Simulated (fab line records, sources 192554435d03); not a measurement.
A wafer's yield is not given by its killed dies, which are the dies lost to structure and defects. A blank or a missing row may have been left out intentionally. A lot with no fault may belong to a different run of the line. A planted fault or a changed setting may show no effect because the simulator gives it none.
fab line records | flow n5_finfet | part 2 of 2: steps 7 to 9 of 9
record lots=14 | wafers=41 | last_day=17
route steps=1938 shown BEOL_M0_SAQP@636 BEOL_M4@1111
lots that met no fault: taken from a fault-free run of the same line
start_h: hours from the record's opening day to when the first of the lot's shown wafers began | wait_h: how many hours have passed since the lot's step before this one | " identical to the entry in the row above | L1.1+2: several wafers, shown together as one row | - value missing, or start not given | * or withheld: withheld | < > ~ a bound
route shown NAME@n: names a module that has steps shown in the file, with the first one's number in the route | usual: average and standard deviation across the fault-free wafers | same: alike in all rows | chamber/n: place in a boat | sites: the reading at each site | _std_site: the standard deviation of these | _edge_site: inner sites' mean taken away from outer sites' mean | radius_mm: how far each site lies from the wafer's centre | mask NAME#n: copy n | behind: the last tool/chamber to shape the wafer | hold: why the lot was held/for how many hours/how that ended | device: the n, p or np transistor that did not switch | end of line: the route-end tests of the same wafers | a step without rows: its recipe alone | killed: the dies lost at the first sort to structure and to defects; this is not the yield of the wafer | map: shows each die of a wafer: x if killed, . if not, _ if none is there
set.NAME: setting as actually run; set.NAME@STEP: the setting as run at that earlier step | model.NAME: the simulator's own value behind a step, which no gauge read
route steps across a sampled set of lots; one table per step, one row per wafer
services: from which hour (start_h, from the record's first day; less than 0 if before it) a tool's chamber was out of use, for how many hours, and why
## steps
# step N5_BEOL_M0_SAQP_RECESS_104
# recipe chemistry=HF/NH3 | target=SiO2 | target_depth_a=180 | afs_cycles=3 | temp_c=30 | sublimation_temp_c=180 | sublimation_time_s=60
# usual drypump_motor_current_A=5.9/0.32 | foreline_p_Torr=0.1279/0.00058
# same sublimation_time_s=60
lot.wafer | tool          | chamber | start_h | wait_h | drypump_motor_current_A | foreline_p_Torr
L174.2    | vapor_etch-01 | 1       | 113.62  | 0.1    | 6.3                     | 0.1282
L174.4    | "             | 0       | "       | "      | 5.5                     | 0.1279
L174.5    | "             | 0       | "       | "      | 5.4                     | 0.1280
L175.1    | vapor_etch-02 | 0       | 118.08  | 0.1    | 6.2                     | 0.1277
L175.2    | "             | 1       | "       | "      | 5.7                     | 0.1274
L175.5    | "             | 1       | "       | "      | 5.7                     | 0.1273
L176.3    | vapor_etch-02 | 0       | 118.56  | 0.2    | 6.2                     | 0.1281
L176.5    | "             | 0       | "       | "      | 6.2                     | 0.1287
L176.6    | "             | 1       | "       | "      | 5.7                     | 0.1282
L180.3    | vapor_etch-02 | 0       | 147.54  | 0.2    | 6.2                     | 0.1282
L180.4    | "             | 1       | "       | "      | 5.7                     | 0.1278
L180.6    | "             | 1       | "       | "      | 5.7                     | 0.1284
L185.1    | vapor_etch-02 | 1       | 176.59  | 0.1    | 5.7                     | 0.1270
L185.4    | "             | 0       | "       | "      | 6.2                     | 0.1283
L185.5    | "             | 0       | "       | "      | 6.2                     | 0.1275
L186.1    | vapor_etch-01 | 1       | 188.97  | 0.1    | 6.3                     | 0.1272
L186.2    | "             | 0       | "       | "      | 5.5                     | 0.1287
L186.6    | "             | 0       | "       | "      | 5.5                     | 0.1284
L187.1    | vapor_etch-02 | 1       | 199.58  | 0.1    | 5.7                     | 0.1281
L187.2    | "             | 0       | "       | "      | 6.2                     | 0.1279
L187.4    | "             | 1       | "       | "      | 5.7                     | 0.1279
L189.1    | vapor_etch-01 | 1       | 207.89  | 0.1    | 6.3                     | 0.1280
L189.4    | "             | 1       | "       | "      | 6.3                     | 0.1277
L189.6    | "             | 0       | "       | "      | 5.4                     | 0.1275
L190.1    | vapor_etch-02 | 1       | 213.24  | 0.1    | 5.7                     | 0.1279
L190.3    | "             | 0       | "       | "      | 6.2                     | 0.1276
L190.5    | "             | 1       | "       | "      | 5.7                     | 0.1277
L192.2    | vapor_etch-02 | 1       | 224.29  | 0.1    | 5.7                     | 0.1278
L192.6    | "             | 0       | "       | "      | 6.1                     | 0.1273
L194.1    | vapor_etch-01 | 1       | 230.37  | 0.1    | 6.3                     | 0.1294
L194.5    | "             | 0       | "       | "      | 5.4                     | 0.1278
L194.6    | "             | 1       | "       | "      | 6.3                     | 0.1281
L195.1    | vapor_etch-02 | 1       | 235.58  | 0.1    | 5.7                     | 0.1268
L195.2    | "             | 0       | "       | "      | 6.2                     | 0.1279
L195.5    | "             | 1       | "       | "      | 5.7                     | 0.1275
L196.2    | vapor_etch-02 | 1       | 246.55  | 0.1    | 5.7                     | 0.1277
L196.4    | "             | 1       | "       | "      | 5.7                     | 0.1265
L196.6    | "             | 0       | "       | "      | 6.2                     | 0.1277
L197.3    | vapor_etch-02 | 1       | 250.95  | 0.2    | 5.7                     | 0.1289
L197.5    | "             | 0       | "       | "      | 6.2                     | 0.1277
L197.6    | "             | 1       | "       | "      | 5.7                     | 0.1300
# step N5_BEOL_M0_SAQP_CD_MEAS_29
# recipe target_cd_nm=14.4 | landing_energy_ev=1000 | detector=se_inlens
# usual cd_nm=14.98/0.28
# same landing_energy_ev=1000
lot.wafer | tool      | chamber | start_h | wait_h | cd_nm
L174.2    | cd_sem-03 | 0       | 115.27  | 0.1    | 14.75
L174.4    | "         | 0       | "       | "      | 14.51
L174.5    | "         | 0       | "       | "      | 14.87
L175.1    | cd_sem-03 | 0       | 119.69  | 0.1    | 14.84
L175.2    | "         | 0       | "       | "      | 14.74
L175.5    | "         | 0       | "       | "      | 14.77
L176.3    | cd_sem-03 | 0       | 120.21  | 0.1    | 15.01
L176.5    | "         | 0       | "       | "      | 15.05
L176.6    | "         | 0       | "       | "      | 14.92
L180.3    | cd_sem-01 | 0       | 149.06  | 0.1    | -
L180.4    | "         | 0       | "       | "      | -
L180.6    | "         | 0       | "       | "      | -
L185.1    | cd_sem-03 | 0       | 179.32  | 0.1    | -
L185.4    | "         | 0       | "       | "      | -
L185.5    | "         | 0       | "       | "      | -
L186.1    | cd_sem-02 | 0       | 191.51  | 0.1    | 15.29
L186.2    | "         | 0       | "       | "      | 14.91
L186.6    | "         | 0       | "       | "      | 14.82
L187.1    | cd_sem-03 | 0       | 201.08  | 0.1    | 15.16
L187.2    | "         | 0       | "       | "      | 15.42
L187.4    | "         | 0       | "       | "      | 14.82
L189.1    | cd_sem-02 | 0       | 209.39  | 0.1    | 14.97
L189.4    | "         | 0       | "       | "      | 15.18
L189.6    | "         | 0       | "       | "      | 14.59
L190.1    | cd_sem-01 | 0       | 214.74  | 0.1    | 15.09
L190.3    | "         | 0       | "       | "      | 15.27
L190.5    | "         | 0       | "       | "      | 15.18
L192.2    | cd_sem-03 | 0       | 225.79  | 0.1    | 15.05
L192.6    | "         | 0       | "       | "      | 15.16
L194.1    | cd_sem-01 | 0       | 231.87  | 0.1    | 15.07
L194.5    | "         | 0       | "       | "      | 15.15
L194.6    | "         | 0       | "       | "      | 15.25
L195.1    | cd_sem-03 | 0       | 237.22  | 0.1    | 15.09
L195.2    | "         | 0       | "       | "      | 14.87
L195.5    | "         | 0       | "       | "      | 14.71
L196.2    | cd_sem-02 | 0       | 248.06  | 0.1    | 14.90
L196.4    | "         | 0       | "       | "      | 15.06
L196.6    | "         | 0       | "       | "      | 14.93
L197.3    | cd_sem-01 | 0       | 252.36  | 0.1    | 15.03
L197.5    | "         | 0       | "       | "      | 15.15
L197.6    | "         | 0       | "       | "      | 15.03
# step N5_BEOL_M4_RC_MEAS_101
# usual DIBL_N=36.1/2 | DIBL_P=36.3/2.4 | IOFF_N=0.15/0.035 | IOFF_P=0.21/0.039 | ION_N=672/15 | ION_P=463/9.7 | SS_N=71.5/0.7 | SS_P=73.2/0.75 | VT_N=251/3.6 | VT_P=-250/3.8
lot.wafer | tool      | chamber | start_h | wait_h | DIBL_N[mV/V] | DIBL_P[mV/V] | IOFF_N[nA/um] | IOFF_P[nA/um] | ION_N[uA/um] | ION_P[uA/um] | SS_N[mV/dec] | SS_P[mV/dec] | VT_N[mV] | VT_P[mV]
L175.1    | prober-02 | 0       | 174.00  | 0.0    | 39.4         | 40.9         | 0.23          | 0.26          | 693          | 469          | 72.7         | 73.6         | 245      | -249
L175.2    | "         | 0       | "       | "      | 36.0         | 36.5         | 0.15          | 0.19          | 689          | 470          | 71.2         | 72.8         | 248      | -252
L175.5    | "         | 0       | "       | "      | 39.1         | 40.4         | 0.22          | 0.26          | 707          | 475          | 72.4         | 74.9         | 247      | -249
L174.2    | prober-01 | 0       | 174.42  | 0.2    | 33.8         | 33.2         | 0.12          | 0.18          | 676          | 466          | 70.3         | 72.8         | 255      | -252
L174.4    | "         | 0       | "       | "      | 35.8         | 36.5         | 0.14          | 0.22          | 670          | 468          | 71.2         | 73.4         | 252      | -247
L174.5    | "         | 0       | "       | "      | 36.9         | 37.2         | 0.15          | 0.24          | 669          | 466          | 71.5         | 73.8         | 253      | -248
L176.3    | prober-01 | 0       | 176.51  | 0.3    | 32.3         | 33.3         | 0.11          | 0.18          | 672          | 481          | 71.6         | 72.3         | 254      | -248
L176.5    | "         | 0       | "       | "      | 37.0         | 38.7         | 0.19          | 0.27          | 694          | 481          | 71.2         | 73.3         | 247      | -245
L176.6    | "         | 0       | "       | "      | 35.8         | 37.5         | 0.16          | 0.25          | 688          | 484          | 71.5         | 73.6         | 249      | -247
L186.1    | prober-01 | 0       | 246.02  | 0.0    | 36.2         | 35.9         | 0.16          | 0.22          | 670          | 471          | 71.7         | 73.3         | 251      | -246
L186.2    | "         | 0       | "       | "      | 38.2         | 37.9         | 0.21          | 0.26          | 703          | 478          | 71.6         | 73.4         | 245      | -245
L186.6    | "         | 0       | "       | "      | 35.7         | 34.8         | 0.16          | 0.21          | 683          | 461          | 71.2         | 72.6         | 249      | -251
L187.1    | prober-01 | 0       | 252.42  | 0.0    | 36.8         | 38.0         | 0.18          | 0.25          | 691          | 474          | 71.4         | 74.8         | 247      | -247
L187.2    | "         | 0       | "       | "      | 37.1         | 37.9         | 0.18          | 0.26          | 684          | 473          | 71.4         | 73.8         | 249      | -247
L187.4    | "         | 0       | "       | "      | 34.5         | 34.3         | 0.13          | 0.20          | 663          | 459          | 70.8         | 73.7         | 249      | -251
L189.1    | prober-01 | 0       | 263.92  | 0.0    | 35.3         | 35.0         | 0.14          | 0.22          | 673          | 471          | 71.3         | 72.7         | 249      | -248
L189.4    | "         | 0       | "       | "      | 39.3         | 39.7         | 0.23          | 0.30          | 675          | 467          | 72.1         | 73.5         | 247      | -242
L189.6    | "         | 0       | "       | "      | 34.5         | 34.1         | 0.14          | 0.21          | 684          | 477          | 70.8         | 72.3         | 248      | -248
L190.1    | prober-02 | 0       | 276.00  | 0.0    | 33.3         | 33.1         | 0.13          | 0.18          | 667          | 452          | 70.4         | 72.3         | 250      | -254
L190.3    | "         | 0       | "       | "      | 38.0         | 38.7         | 0.20          | 0.27          | 680          | 462          | 72.8         | 73.7         | 247      | -248
L190.5    | "         | 0       | "       | "      | 34.9         | 33.5         | 0.13          | 0.17          | 664          | 451          | 72.6         | 73.3         | 253      | -250
L192.2    | prober-02 | 0       | 284.55  | 0.2    | 40.0         | 41.2         | 0.21          | 0.27          | 683          | 461          | 72.2         | 74.7         | 249      | -249
L192.6    | "         | 0       | "       | "      | 42.3         | 42.9         | 0.26          | 0.31          | 692          | 468          | 73.1         | 75.0         | 243      | -245
L194.1    | prober-02 | 0       | 287.61  | 0.0    | 36.1         | 38.5         | 0.17          | 0.24          | 673          | 474          | 71.7         | 74.1         | 250      | -250
L194.5    | "         | 0       | "       | "      | 34.5         | 35.5         | 0.14          | 0.20          | 666          | 462          | 72.0         | 73.4         | 250      | -251
L194.6    | "         | 0       | "       | "      | 33.7         | 33.6         | 0.12          | 0.17          | 662          | 456          | 71.0         | 72.7         | 252      | -255
L195.1    | prober-01 | 0       | 306.77  | 0.0    | 37.0         | 37.2         | 0.18          | 0.24          | 672          | 458          | 72.1         | 73.5         | 248      | -250
L195.2    | "         | 0       | "       | "      | 32.3         | 31.4         | 0.10          | 0.15          | 652          | 457          | 70.9         | 71.8         | 258      | -254
L195.5    | "         | 0       | "       | "      | 34.5         | 34.8         | 0.14          | 0.21          | 665          | 458          | 71.1         | 72.5         | 252      | -249
L197.3    | prober-02 | 0       | 306.90  | 0.3    | 37.6         | 36.7         | 0.17          | 0.24          | 673          | 467          | 71.1         | 74.5         | 249      | -247
L197.5    | "         | 0       | "       | "      | 35.1         | 33.4         | 0.13          | 0.19          | 661          | 461          | 70.7         | 72.1         | 252      | -249
L197.6    | "         | 0       | "       | "      | 38.3         | 38.3         | 0.19          | 0.27          | 701          | 481          | 71.2         | 73.5         | 247      | -243
L196.2    | prober-01 | 0       | 311.10  | 0.2    | 36.3         | 35.1         | 0.13          | 0.21          | 647          | 451          | 71.1         | 72.2         | 254      | -247
L196.4    | "         | 0       | "       | "      | 39.6         | 39.1         | 0.19          | 0.27          | 680          | 464          | 72.3         | 73.1         | 246      | -248
L196.6    | "         | 0       | "       | "      | 36.0         | 34.1         | 0.12          | 0.19          | 656          | 458          | 71.3         | 72.6         | 256      | -253
## services
tool        | chamber | start_h | hours | kind
pecvd-01    | -       | 87.33   | 2.8   | pm
rie_diel-03 | 3       | 88.50   | 7.6   | repair
pecvd-01    | -       | 97.37   | 1.8   | repair
pecvd-02    | -       | 132.37  | 0.5   | repair
rie_diel-03 | 2       | 135.89  | -     | clean
rie_diel-03 | 2       | 135.89  | -     | consumable_replace:focus_ring
rie_diel-03 | 2       | 135.89  | 17.7  | scheduled_down
rie_diel-03 | 2       | 135.89  | 17.7  | vent_cycle
pecvd-01    | -       | 139.80  | 3.4   | repair
rie_diel-02 | -       | 142.37  | 0.3   | repair
pecvd-02    | -       | 153.19  | 2.8   | pm
rie_diel-03 | 0       | 154.19  | -     | clean
rie_diel-03 | 0       | 154.19  | -     | consumable_replace:focus_ring
rie_diel-02 | 2       | 172.46  | -     | clean
rie_diel-02 | 2       | 172.46  | -     | consumable_replace:focus_ring
rie_diel-02 | 2       | 172.46  | 20.7  | scheduled_down
rie_diel-02 | 2       | 172.46  | 20.7  | vent_cycle
rie_si-02   | -       | 172.83  | 2.8   | pm
pecvd-02    | 0       | 174.57  | 9.4   | repair
rie_si-04   | 0       | 181.61  | 7.6   | repair
pecvd-02    | -       | 195.94  | 0.3   | repair
pecvd-01    | -       | 203.80  | 6.0   | pm
pecvd-03    | -       | 224.03  | 1.4   | repair
rie_si-02   | 2       | 224.06  | 2.3   | repair
## key
first_sign step=N5_BEOL_M0_SAQP_HM_OPEN_112 | reading=oes_product_au | direction=down | sigmas=3.5 | usual=0.52 | struck=0.31
effect step=N5_BEOL_M0_SAQP_MANDREL_ETCH_20 | reading=oes_product_au | direction=down | sigmas=29 | usual=0.776 | struck=0.327
effect step=N5_BEOL_M0_SAQP_CD_MEAS_25 | reading=cd_nm | direction=missing
effect step=N5_BEOL_M0_SAQP_CD_MEAS_29 | reading=cd_nm | direction=missing
met_at N5_BEOL_M0_SAQP_ETCH_84
struck_lots L180,L185
later_rows_left_out L180.3,L180.4,L180.6,L185.1,L185.4,L185.5
sort_left_out L180.3,L180.4,L180.6,L185.1,L185.4,L185.5
not_acting_at N5_BEOL_M0_SAQP_PECVD_96,N5_BEOL_M0_SAQP_ETCH_102,N5_BEOL_M0_SAQP_RECESS_104
onset_between 111.80 145.63
fault kind=process_parameter_drift | tool=rie_diel-06 | chamber=- | onset_h=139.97 | steps=N5_BEOL_M0_SAQP_ETCH_84 | channel=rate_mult | offset=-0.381 | shape=step | end_h=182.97
# sort_left_out: the simulated sort isn't trusted on such a fault, so these wafers' sort isn't shown, and their yield isn't known
# later_rows_left_out: the simulator's readings of these wafers behind a module that went badly wrong aren't trusted and aren't shown, but for the sort
